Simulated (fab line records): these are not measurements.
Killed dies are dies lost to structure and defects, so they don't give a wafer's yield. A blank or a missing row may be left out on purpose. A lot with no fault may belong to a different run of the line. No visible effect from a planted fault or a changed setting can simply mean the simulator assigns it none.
Lot-split experiment ; flow n5 finfet ; 21 wafers read across 7 lots, on a route 1938 steps long

ABOUT THE SPLIT
At N5_BEOL_M8_ETCH_61 (etches SiARC in CF4, target depth 45.5 nm, time 75.8 s), the setting bias w was moved away from the recipe's 36 W on 8 of the 21 wafers read, by -13.8% to +11.9%. This setting was run at the recipe's value on the other wafers.

Reading taken at the split's own step.

THE READING
rf vpp V, in V, at N5_BEOL_M8_ETCH_61 (etches SiARC in CF4, target depth 45.5 nm, time 75.8 s). A value of 184.1 V with a standard deviation of 1.3 V is what fault-free wafers of this fab line usually give.

wafer;tool, chamber at the split;bias w as run, W;against the recipe;rf vpp V, V;against lot-mates on the recipe
L078.1;rie diel-04, 0;36;recipe;183.7;-
L078.2;rie diel-04, 1;36;recipe;184.0;-
L078.4;rie diel-04, 3;36;recipe;182.4;-
L079.4;rie diel-03, 1;40.27;+11.9%;199.3;+14.7
L079.5;rie diel-03, 3;40.27;+11.9%;200.0;+15.4
L079.6;rie diel-03, 2;36;recipe;184.6;-
L080.2;rie diel-02, 3;36;recipe;184.9;-
L080.3;rie diel-02, 1;36;recipe;186.9;-
L080.5;rie diel-02, 0;36;recipe;183.2;-
L081.1;rie diel-03, 1;36;recipe;183.2;-
L081.2;rie diel-03, 3;31.02;-13.8%;169.3;-13.9
L081.3;rie diel-03, 2;31.02;-13.8%;166.8;-16.4
L083.2;rie diel-04, 3;36;recipe;182.6;-
L083.3;rie diel-04, 0;39.8;+10.6%;196.7;+14.1
L083.4;rie diel-04, 1;39.8;+10.6%;197.0;+14.4
L084.1;rie diel-03, 2;36;recipe;183.6;-
L084.2;rie diel-03, 1;36;recipe;184.2;-
L084.4;rie diel-03, 1;36;recipe;184.7;-
L095.2;rie diel-04, 0;33.55;-6.8%;174.9;-7.5
L095.3;rie diel-04, 3;36;recipe;182.4;-
L095.5;rie diel-04, 2;33.55;-6.8%;174.7;-7.7

FIT RESULTS
A straight line over all 21 wafers: rf vpp V changes by +1.23 V for each +1% of bias w; r = +0.99; the points scatter about the line by 1.2 V.
The same after taking each lot's own level away (the mean of its wafers on the recipe; 21 wafers): +1.2 V for each +1%; r = +0.99; scatter 1 V.
According to that fit, moving bias w by its largest amount changes the reading by 17 V.
Measured against the standard deviation above, the lots' own levels, which go from 182.40 to 185.00 V, span 2.0 times it.
The two slopes are in agreement: the lot-to-lot level therefore moves the slope only a little.
Check: -17 V against its lot-mates is what the line predicts for one of the wafers moved furthest among these (-13.8%) when that wafer is left out of the fit. Against them it came out at -13.9 V.
Tool readings at the split's step, against how far the setting was moved: rf vpp V r = +0.99.

FURTHER SPLITS ON THESE WAFERS
These wafers also went through other splits before the reading. Each is held against what the fit with the lots' levels taken away leaves over:
other split on the same wafers;wafers away from the commonest value;r with rf vpp V (lot level and that fit taken away)
N5_BEOL_M5_TRENCH_ETCH_37 time s;10;+0.36
N5_BEOL_M7_PECVD_70 temp c;8;-0.15
N5_BEOL_M7_COAT_05 spin rpm;8;-0.14
N5_BEOL_M7_DESCUM_33 time s;6;-0.01
N5_BEOL_M7_TRENCH_ETCH_37 bias w;11;-0.12

THE FILE'S OWN FIT
rf vpp V changes by +1.21 V for each +1% of bias w, r = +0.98.
